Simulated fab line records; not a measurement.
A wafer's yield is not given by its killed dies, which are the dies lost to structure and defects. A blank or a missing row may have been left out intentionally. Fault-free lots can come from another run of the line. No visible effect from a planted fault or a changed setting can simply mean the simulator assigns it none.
The tool behind it: which one? | flow nand-harc | Sampling: 13 lots, 39 wafers, 4 of 1159 route steps

WHAT EACH GAUGE READ, for each wafer
NHARC_P_CONTACT_CD_MEAS_12: the cd target is 90 nm. Usual: cd-nm at 89.6 nm, with a standard deviation of 0.48.
lot  | measured    | on        | cd-nm (nm)     | flag
L836 | day 5 13:53 | cd-sem-03 | 89.6 89.9 90.2 |
L837 | day 5 21:38 | cd-sem-02 | 89.1 90.2 89.9 |
L838 | day 6 04:22 | cd-sem-01 | 89.3 89.6 89.0 |
L840 | day 6 09:43 | cd-sem-02 | 89.2 89.6 90.0 |
L841 | day 7 02:13 | cd-sem-02 | 89.2 89.2 89.2 |
L842 | day 7 03:04 | cd-sem-03 | 89.1 89.3 89.2 |
L843 | day 7 10:34 | cd-sem-01 | 89.2 89.8 89.0 |
L845 | day 8 02:40 | cd-sem-02 | 89.9 89.0 89.3 |
L844 | day 8 02:49 | cd-sem-02 | 89.8 89.2 89.1 |
L846 | day 8 07:48 | cd-sem-03 | 89.8 89.3 89.7 |
L847 | day 8 19:14 | cd-sem-02 | 90.4 89.1 89.6 |
L849 | day 9 03:52 | cd-sem-01 | 89.5 89.2 89.7 |
L851 | day 9 20:25 | cd-sem-03 | 65.3 64.9 64.6 | OFF

WHAT TOOL EACH LOT RAN ON (gives the tool, then ch and the chambers of the sampled wafers, and finally the start)
lot  | NHARC_P_GATE_DESCUM_93            | NHARC_P_CONTACT_DEP_00                    | NHARC_P_CONTACT_EXPOSE_09
L836 | rie-diel-03 ch 2,3, day 5 09:11   | pecvd-03 ch 0,2, day 5 13:44 or earlier   | arfi-scanner-02 ch 0, day 5 13:44
L837 | rie-diel-12 ch 0,1, day 5 17:05   | pecvd-04 ch 0,1,2, day 5 21:30 or earlier | arfi-scanner-03 ch 0, day 5 21:30
L838 | rie-diel-12 ch 0,3, day 5 23:41   | pecvd-01 ch 0,1, day 6 04:13 or earlier   | arfi-scanner-02 ch 0, day 6 04:13
L840 | rie-diel-03 ch 0,1,3, day 6 05:05 | pecvd-04 ch 0,1,2, day 6 09:35 or earlier | arfi-scanner-01 ch 0, day 6 09:35
L841 | rie-diel-08 ch 0,2,3, day 6 21:43 | pecvd-01 ch 0,2, day 7 02:04 or earlier   | arfi-scanner-03 ch 0, day 7 02:04
L842 | rie-diel-12 ch 0,3, day 6 22:17   | pecvd-01 ch 1,2, day 7 02:56 or earlier   | arfi-scanner-01 ch 0, day 7 02:56
L843 | rie-diel-03 ch 0,1, day 7 06:03   | pecvd-03 ch 1,2, day 7 10:26 or earlier   | arfi-scanner-02 ch 0, day 7 10:26
L845 | rie-diel-03 ch 2,3, day 7 22:00   | pecvd-03 ch 0,1, day 8 02:31 or earlier   | arfi-scanner-01 ch 0, day 8 02:31
L844 | rie-diel-03 ch 1,2,3, day 7 22:11 | pecvd-01 ch 0,1,2, day 8 02:41 or earlier | arfi-scanner-03 ch 0, day 8 02:41
L846 | rie-diel-03 ch 0,1,3, day 8 03:12 | pecvd-01 ch 0,1, day 8 07:40 or earlier   | arfi-scanner-01 ch 0, day 8 07:40
L847 | rie-diel-03 ch 1,2,3, day 8 14:25 | pecvd-03 ch 1,2, day 8 17:55              | arfi-scanner-02 ch 0, day 8 19:05
L849 | rie-diel-03 ch 2,3, day 8 21:58   | pecvd-04 ch 0,1,2, day 9 03:44 or earlier | arfi-scanner-02 ch 0, day 9 03:44
L851 | rie-diel-08 ch 0,1,3, day 9 16:01 | pecvd-01 ch 1,2, day 9 20:16 or earlier   | arfi-scanner-02 ch 0, day 9 20:16
- NHARC_P_GATE_DESCUM_93: chemistry O2, time 3 s.
- NHARC_P_CONTACT_DEP_00: deposits SiO2, target thk 500 nm.
- NHARC_P_CONTACT_EXPOSE_09: exposes mask P CA, target cd 90 nm.

WHAT THE TOOLS THEMSELVES READ (means of the sampled wafers that have a number; where no wafer has one, the mark that the record gives instead)
NHARC_P_GATE_DESCUM_93. Usual: drypump-motor-current-A 5.9 A, standard deviation 0.4; oes-product-au 1.002 a.u., standard deviation 0.008; rf-vpp-V 57.6 V, standard deviation 0.81; showerhead-plenum-p-Torr 1.91 Torr, standard deviation 0.074; throttle-valve-pct 11.310 %, standard deviation 0.0082.
lot  | tool        | drypump-motor-current-A (A) | oes-product-au (a.u.) | rf-vpp-V (V) | showerhead-plenum-p-Torr (Torr) | throttle-valve-pct (%) | flag
L836 | rie-diel-03 | 6.3                         | 1.001                 | 57.6         | 1.83                            | 11.311                 |
L837 | rie-diel-12 | 6.1                         | 1.007                 | 57.6         | 1.99                            | 11.319                 |
L838 | rie-diel-12 | 6.0                         | 1.005                 | 58.1         | 2.00                            | 11.311                 |
L840 | rie-diel-03 | 6.1                         | 0.999                 | 58.2         | 1.94                            | 11.304                 |
L841 | rie-diel-08 | 5.5                         | 1.015                 | 57.2         | 1.87                            | 11.306                 |
L842 | rie-diel-12 | 5.8                         | 1.006                 | 57.9         | 1.96                            | 11.313                 |
L843 | rie-diel-03 | 5.9                         | 0.998                 | 58.2         | 1.95                            | 11.311                 |
L845 | rie-diel-03 | 6.4                         | 1.007                 | 57.8         | 1.87                            | 11.314                 |
L844 | rie-diel-03 | 6.1                         | 1.002                 | 57.5         | 1.91                            | 11.307                 |
L846 | rie-diel-03 | 6.1                         | 1.002                 | 57.2         | 1.94                            | 11.316                 |
L847 | rie-diel-03 | 6.1                         | 1.004                 | 57.5         | 1.90                            | 11.311                 |
L849 | rie-diel-03 | 6.4                         | 1.004                 | 58.1         | 1.87                            | 11.307                 |
L851 | rie-diel-08 | 5.6                         | 0.999                 | 58.4         | 1.91                            | 11.306                 |

NHARC_P_CONTACT_DEP_00. Usual: heater-power-w 545 W, standard deviation 78; throttle-valve-pct 15.8 %, standard deviation 0.43.
lot  | tool     | heater-power-w (W) | throttle-valve-pct (%) | flag
L836 | pecvd-03 | 526                | 16.3                   |
L837 | pecvd-04 | 469                | 15.7                   |
L838 | pecvd-01 | 524                | 15.9                   |
L840 | pecvd-04 | 451                | 15.7                   |
L841 | pecvd-01 | 581                | 15.7                   |
L842 | pecvd-01 | 562                | 15.9                   |
L843 | pecvd-03 | 607                | 15.7                   |
L845 | pecvd-03 | 566                | 15.8                   |
L844 | pecvd-01 | 533                | 15.7                   |
L846 | pecvd-01 | 537                | 16.0                   |
L847 | pecvd-03 | 608                | 15.7                   |
L849 | pecvd-04 | 470                | 15.7                   |
L851 | pecvd-01 | 560                | 16.3                   |

THE ANSWER, worked out from the rows above alone
Rule: lot off if the mean of its wafers having a number is beyond 3 standard deviations from the usual mean. Also off: a lot with no number at a reading for which 4 or more lots have one. All remaining lots with rows at the step are treated as sound. After the gauges, taken in route order, come the tools' own readings; for these a lot's mean is taken, as printed above. At the first step where some lot is off, the reading lying furthest off is the one used; lots without a number count as furthest.
Off: L851, at NHARC_P_CONTACT_CD_MEAS_12 (cd-nm).
A tool fits if, at a process step before that reading, it ran every lot that is off, and no sound lot after the first of them. Those tools and the gauges at NHARC_P_CONTACT_CD_MEAS_12 are tried in the same way. NHARC_P_CONTACT_DEP_00: start missing for some lots; hours and lot order therefore follow NHARC_P_CONTACT_EXPOSE_09. Can't be told from this: 4 tools fit, rie-diel-08 at NHARC_P_GATE_DESCUM_93, pecvd-01 at NHARC_P_CONTACT_DEP_00, arfi-scanner-02 at NHARC_P_CONTACT_EXPOSE_09, cd-sem-03 at NHARC_P_CONTACT_CD_MEAS_12.

WHAT THE SIMULATOR HAD PUT IN
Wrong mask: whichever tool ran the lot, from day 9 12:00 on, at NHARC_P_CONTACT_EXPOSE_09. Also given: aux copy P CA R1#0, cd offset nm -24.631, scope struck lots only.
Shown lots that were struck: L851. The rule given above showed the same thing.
